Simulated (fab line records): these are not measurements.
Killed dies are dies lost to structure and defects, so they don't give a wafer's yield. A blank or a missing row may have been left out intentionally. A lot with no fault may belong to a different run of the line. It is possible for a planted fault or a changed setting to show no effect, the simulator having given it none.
Which tool was responsible?	flow nandHarc	42 wafers from 14 lots sampled at 6 of the route's 1302 steps

WHAT THE GAUGES READ, wafer by wafer
NHARC_A_DECK1_JOINT_THK_MEAS_14: measures by ellipsometry. Usual: thkNm at 50.9 nm, with a standard deviation of 1.6.
lot	measured	on	thkNm (nm)	flag
L580	day 10 14:09	filmMetro-01	51.0 50.3 50.9	
L581	day 10 14:09	filmMetro-02	49.2 50.0 48.6	
L584	day 11 22:06	filmMetro-01	52.1 52.4 51.1	
L583	day 12 18:18	filmMetro-02	51.4 51.0 50.6	
L588	day 14 00:47	filmMetro-01	53.9 52.7 50.6	
L589	day 14 10:15	filmMetro-02	52.0 53.5 53.3	
L591	day 14 18:58	filmMetro-01	51.3 49.7 50.0	
L595	day 16 07:32	filmMetro-01	53.1 53.9 51.4	
L596	day 16 20:16	filmMetro-02	49.9 50.6 48.4	
L600	day 18 10:40	filmMetro-02	51.0 49.9 49.1	
L599	day 18 10:40	filmMetro-01	51.5 54.6 49.7	
L602	day 19 07:55	filmMetro-02	48.7 51.5 52.8	
L601	day 19 07:56	filmMetro-01	52.3 50.4 50.9	
L603	day 19 15:26	filmMetro-01	49.2 51.2 51.9	

NHARC_A_ONON_D2_THK_MEAS_24: measures by ellipsometry. Usual: thkNm at 1004 nm, with a standard deviation of 8.6.
lot	measured	on	thkNm (nm)	flag
L580	day 12 01:49	filmMetro-01	1000 998 999	
L581	day 12 01:50	filmMetro-01	1003 1002 1000	
L584	day 13 08:31	filmMetro-01	1019 1018 1018	
L583	day 14 10:28	filmMetro-02	996 999 997	
L588	day 15 17:33	filmMetro-01	1449 1451 1450	OFF
L589	day 15 21:04	filmMetro-01	1466 1466 1469	OFF
L591	day 16 09:47	filmMetro-02	1016 1017 1017	
L595	day 17 17:03	filmMetro-01	1005 1005 1007	
L596	day 18 08:19	filmMetro-02	1013 1015 1013	
L600	day 19 21:08	filmMetro-01	995 994 995	
L599	day 19 21:22	filmMetro-01	1006 1006 1006	
L602	day 20 20:36	filmMetro-02	1011 1011 1013	
L601	day 20 20:35	filmMetro-01	995 994 996	
L603	day 21 10:19	filmMetro-02	994 995 995	

NHARC_END_SORT_01. Usual: killedAtArray 62, standard deviation 18; killedAtOther 0.9, standard deviation 1.2; killedAtPeriphery 4.2, standard deviation 2.9; killedDies 67, standard deviation 17; killedOpen 3.6, standard deviation 1.9; killedShort 2.5, standard deviation 1.6.
lot	measured	on	killedAtArray	killedAtOther	killedAtPeriphery	killedDies	killedOpen	killedShort	flag
L580	day 25 18:50	prober-01	65 63 65	0 1 1	6 7 2	71 71 68	1 5 4	2 0 1	
L581	day 26 10:55	prober-02	49 54 59	0 0 0	6 9 3	55 63 62	5 3 3	5 0 3	
L584	day 26 01:48	prober-01	89 55 77	1 0 0	1 1 5	91 56 82	4 5 5	6 1 3	
L588	day 27 03:27	prober-01	673 674 671	2 2 4	2 1 2	677 677 677	2 2 3	3 3 4	OFF
L589	day 27 13:37	prober-02	675 671 673	1 3 0	1 3 4	677 677 677	3 3 2	0 7 4	OFF
L595	day 29 04:18	prober-02	85 83 100	1 1 1	4 3 6	90 87 107	4 3 4	1 3 2	
L600	day 31 21:50	prober-01	86 97 104	0 2 1	3 1 6	89 100 111	2 1 4	5 1 2	
L602	day 32 09:54	prober-01	41 46 42	1 0 1	0 1 4	42 47 47	6 2 3	0 3 2	

WHAT TOOL EACH LOT RAN ON (gives the tool, then ch and the chambers of the sampled wafers, and finally the start)
lot	NHARC_A_DECK1_JOINT_CMP_02	NHARC_A_ONON_D2_DEP_22	NHARC_A_CHANNEL_HOLE_D2_DEP_00
L580	cmp-01 ch 0,1,2, day 11 13:30	pecvdOnon-04 ch 0, day 12 01:22	aclDep-03 ch 0, day 12 06:26
L581	cmp-02 ch 1,2,3, day 11 13:30	pecvdOnon-03 ch 0, day 12 01:26	aclDep-01 ch 0, day 12 06:58
L584	cmp-01 ch 1,2, day 12 19:50	pecvdOnon-02 ch 0, day 13 08:01	aclDep-01 ch 0, day 13 10:34
L583	cmp-03 ch 0,2,3, day 13 20:30	pecvdOnon-02 ch 0, day 14 10:04	aclDep-02 ch 0, day 14 12:49
L588	cmp-01 ch 0,1,3, day 15 01:59	pecvdOnon-03 ch 0, day 15 17:06	-
L589	cmp-03 ch 0,2,3, day 15 08:32	pecvdOnon-03 ch 0, day 15 20:33	-
L591	cmp-02 ch 1,2, day 15 20:53	pecvdOnon-04 ch 0, day 16 09:16	aclDep-02 ch 0, day 16 11:31
L595	cmp-02 ch 0,1,3, day 17 04:35	pecvdOnon-02 ch 0, day 17 16:39	aclDep-03 ch 0, day 17 23:15
L596	cmp-01 ch 0,1,3, day 17 19:52	pecvdOnon-04 ch 0, day 18 07:55	aclDep-02 ch 0, day 18 12:28
L600	cmp-03 ch 2,3, day 19 09:04	pecvdOnon-03 ch 0, day 19 20:47	aclDep-03 ch 0, day 20 01:34
L599	cmp-01 ch 0,1,2, day 19 09:04	pecvdOnon-02 ch 0, day 19 20:54	aclDep-01 ch 0, day 20 01:16
L602	cmp-02 ch 0,1,3, day 20 08:17	pecvdOnon-02 ch 0, day 20 20:05	aclDep-03 ch 0, day 21 00:53
L601	cmp-01 ch 1,3, day 20 08:19	pecvdOnon-03 ch 0, day 20 20:08	aclDep-01 ch 0, day 20 23:26
L603	cmp-02 ch 0,1,3, day 20 17:34	pecvdOnon-04 ch 0, day 21 09:48	aclDep-03 ch 0, day 21 12:13
- NHARC_A_DECK1_JOINT_CMP_02: polishes SiOx.
- NHARC_A_ONON_D2_DEP_22: target thk 1000 nm.
- NHARC_A_CHANNEL_HOLE_D2_DEP_00: deposits aC, target thk 3100 nm.

AS READ BY THE TOOLS THEMSELVES (means over the sampled wafers that have a number; for cases with no such wafer, the mark the record gives instead)
NHARC_A_DECK1_JOINT_CMP_02. Usual: motorCurrentA at 11.7 A, with a standard deviation of 1.1.
lot	tool	motorCurrentA (A)	flag
L580	cmp-01	11.2	
L581	cmp-02	11.0	
L584	cmp-01	10.9	
L583	cmp-03	12.1	
L588	cmp-01	12.2	
L589	cmp-03	12.0	
L591	cmp-02	11.2	
L595	cmp-02	11.3	
L596	cmp-01	12.0	
L600	cmp-03	12.5	
L599	cmp-01	11.3	
L602	cmp-02	10.9	
L601	cmp-01	12.9	
L603	cmp-02	11.3	

NHARC_A_CHANNEL_HOLE_D2_DEP_00. Usual: throttleValvePct at 35.001 %, with a standard deviation of 0.0096.
lot	tool	throttleValvePct (%)	flag
L580	aclDep-03	35.009	
L581	aclDep-01	35.005	
L584	aclDep-01	35.006	
L583	aclDep-02	35.002	
L591	aclDep-02	34.994	
L595	aclDep-03	35.007	
L596	aclDep-02	35.002	
L600	aclDep-03	35.003	
L599	aclDep-01	35.006	
L602	aclDep-03	35.002	
L601	aclDep-01	34.997	
L603	aclDep-03	34.997	

THE ANSWER, worked out from the rows above alone
Rule: a lot counts as off when the mean over its wafers that have a number is more than 3 standard deviations away from the usual mean. A lot without any number at a reading at which 4 lots or more have one is off too. Where the step has rows for the other lots, those lots are counted as sound. The gauges are gone through in route order, then the tools' own readings, and for those a lot's mean is taken as printed above. At the first step where some lot is off, the reading lying furthest off is the one used; lots without a number count as furthest.
Off: L588, L589 (NHARC_A_ONON_D2_THK_MEAS_24, thkNm).
A tool fits if, at a process step before that reading, it ran every lot that is off, and no sound lot after the first of them. The gauges at NHARC_A_ONON_D2_THK_MEAS_24 aren't tried: what is off there is off at NHARC_END_SORT_01 too, on other tools, and a gauge's error can't cause that. Of those tried, none fits.

WHAT THE SIMULATOR HAD INSERTED
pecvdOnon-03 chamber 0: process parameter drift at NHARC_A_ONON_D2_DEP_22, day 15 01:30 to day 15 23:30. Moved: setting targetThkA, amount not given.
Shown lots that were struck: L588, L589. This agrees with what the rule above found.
